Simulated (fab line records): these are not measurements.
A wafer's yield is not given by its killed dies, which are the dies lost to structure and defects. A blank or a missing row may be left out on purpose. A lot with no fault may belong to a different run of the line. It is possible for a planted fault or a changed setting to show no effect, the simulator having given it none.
Problem report, 8D (eight disciplines) form, completed by code    flow nand-harc    the parts of the form that need people (team, actions taken, sign-off) are left out

1. THE ISSUE
run-length-s at NHARC_P_M2_ETCH_28 reads a mean of 76.4 s on 3 wafers of 2 lots; wafers without a fault read 94.1 s with a standard deviation of 0.4. Measured from the usual mean, that is -44 standard deviations.
The step: etches the open film in CF4/N2, target depth 30 nm, time 72.99 s.
The first sign was on wafer L684.4 at day 14 07:10, on rie-diel-09. At this step, 33 wafers from 11 lots have a number in the record. Rule for "out" (also "out of limits"): further than 4 standard deviations from the usual mean. Any other wafer with a number is counted as sound.

2. WHAT IT IS, AND WHAT IT ISN'T
question                     is                      is not
which readings at this step  run-length-s            drypump-motor-current-A, oes-product-au, rf-vpp-V, showerhead-plenum-p-Torr, throttle-valve-pct
which lots                   L684, L685              L667, L672, L673, L675, L676, L677, L678, L687, L688
which wafers of those lots   L684.4, L684.6, L685.6  L684.2, L685.1, L685.5
read on which tools          rie-diel-09             rie-diel-08, rie-diel-13
when                         from day 14 07:10       up to then (22 sound wafers); but 8 sound wafers of L685, L687, L688 came after

3. WHAT RULES OUT EACH SUSPECT
Counting: a tool at a process step up to the reading stays a suspect if it ran every lot that is out. Sound lots after the first of them don't rule it out here, since some wafers of a struck lot are sound.
- rie-diel-09 at NHARC_P_M2_ETCH_28 (etches the open film in CF4/N2, target depth 30 nm, time 72.99 s): kept. It ran every lot that is out, first L684 (day 14 07:10); its last sound lot up to then is L678 (day 11 20:59). Its own readings are out on those wafers: run-length-s.
After counting, what remains is rie-diel-09 at NHARC_P_M2_ETCH_28.

4. THE CAUSE (what the simulator had put in)
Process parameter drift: rie-diel-09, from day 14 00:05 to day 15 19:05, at NHARC_P_M2_ETCH_28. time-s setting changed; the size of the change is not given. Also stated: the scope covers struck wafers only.
Only this tool survived the counting.

5. SEQUENCE OF EFFECTS, ordered by route
One row per reading whose mean, taken over the struck wafers that have a number, lies over 3 standard deviations from the usual. Readings are gone through only where the record gives a usual standard deviation; hours: the median, over the lots, of the time from a lot's start at the first step in this table giving one to that lot's start at this step; sigmas: the change measured in usual standard deviations.
hours  step                reading       usual   on struck wafers  change  sigmas
0      NHARC_P_M2_ETCH_28  run-length-s  94.1 s  76.4              -17.7   -44
Its process steps:
- NHARC_P_M2_ETCH_28: etches the open film in CF4/N2, target depth 30 nm, time 72.99 s.
Later steps that measure or inspect, where all struck wafers having a row at the step show a number for every such reading and not one has moved that far: NHARC_P_M2_INSPECT_27, NHARC_END_SORT_01.

6. HOW IT WOULD HAVE BEEN CAUGHT EARLIER
In this record the first reading out of limits was taken at day 14 07:10, 7 hours after the fault began at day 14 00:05.
